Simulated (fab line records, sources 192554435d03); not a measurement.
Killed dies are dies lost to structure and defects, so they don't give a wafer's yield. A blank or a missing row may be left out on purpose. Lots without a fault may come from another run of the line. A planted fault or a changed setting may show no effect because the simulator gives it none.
Which tool did it? | flow n5_finfet | 12 lots, 36 wafers sampled, at 3 steps of a route of 1938

WHAT THE GAUGES READ, wafer by wafer
N5_BEOL_M9_OVL_MEAS_12.
lot  | measured     | on         | M9_OVL (nm)
L077 | day 10 14:18 | overlay-01 | 0.6 1.4 0.0
L079 | day 11 01:27 | overlay-02 | 0.2 -0.9 -0.6
L076 | day 11 01:52 | overlay-02 | -0.9 0.3 -0.8
L082 | day 12 10:13 | overlay-02 | -1.1 -0.9 -0.7
L080 | day 12 14:52 | overlay-02 | -0.2 -0.6 -0.2
L085 | day 12 20:41 | overlay-02 | -0.5 -0.5 1.0
L090 | day 13 22:11 | overlay-02 | -0.6 -0.4 -0.6
L088 | day 14 14:11 | overlay-02 | -0.4 -1.6 -0.6
L091 | day 14 20:48 | overlay-01 | 1.4 0.8 0.7
L094 | day 16 10:13 | overlay-01 | -0.1 0.0 -0.2
L093 | day 16 17:05 | overlay-01 | -1.8 -2.2 -0.4
L095 | day 17 02:31 | overlay-02 | -0.6 -2.0 -0.6

WHICH TOOL RAN EACH LOT (tool, then ch and the chambers of the sampled wafers, then the start)
lot  | N5_BEOL_M8_ALD_77                   | N5_BEOL_M9_HM_DEP_02
L077 | ald_metal-03 ch 0,1,3, day 10 09:17 | pvd_sputter-03, day 10 13:54
L079 | ald_metal-01 ch 0,1,3, day 10 19:23 | pvd_sputter-03, day 11 01:02
L076 | ald_metal-01 ch 0,1,3, day 10 20:01 | pvd_sputter-03, day 11 01:20
L082 | ald_metal-01 ch 0,2,3, day 12 06:44 | pvd_sputter-02, day 12 09:37
L080 | ald_metal-01 ch 0,2,3, day 12 11:33 | pvd_sputter-02, day 12 14:20
L085 | ald_metal-04 ch 0,1, day 12 17:52   | pvd_sputter-02, day 12 20:17
L090 | ald_metal-01 ch 0,2,3, day 13 17:31 | pvd_sputter-01, day 13 21:40
L088 | ald_metal-03 ch 0,2, day 14 10:28   | pvd_sputter-02, day 14 13:39
L091 | ald_metal-04 ch 0,1,3, day 14 17:07 | pvd_sputter-03, day 14 20:16
L094 | ald_metal-04 ch 1,2,3, day 16 05:53 | pvd_sputter-03, day 16 09:48
L093 | ald_metal-04 ch 1,2,3, day 16 13:14 | pvd_sputter-01, day 16 16:34
L095 | ald_metal-03 ch 1,2, day 16 22:29   | pvd_sputter-01, day 17 01:59
- N5_BEOL_M8_ALD_77: deposits TaN, target thk 2 nm, pulse time 2 s, purge time 3 s.
- N5_BEOL_M9_HM_DEP_02: deposits TiN, target thk 20 nm.

THE ANSWER, worked out from the rows above alone
Rule: what is usual is taken from the lots themselves. Put in order of their means at a reading, lots are off if they are a third of the lots or fewer, leave a main group of 4 or more, and stand apart from it by a gap of 3 or more times the standard deviation of the main group's means; of several such gaps the widest counts. A main group whose means are all the same, to the digits that the tables above print for the reading, isn't used. A lot without any number at a reading at which 4 lots or more have one is off too. The other lots that the step has rows for count as sound.
No lot is off at any reading shown: from this, nothing can be told.

WHAT THE SIMULATOR HAD PUT IN
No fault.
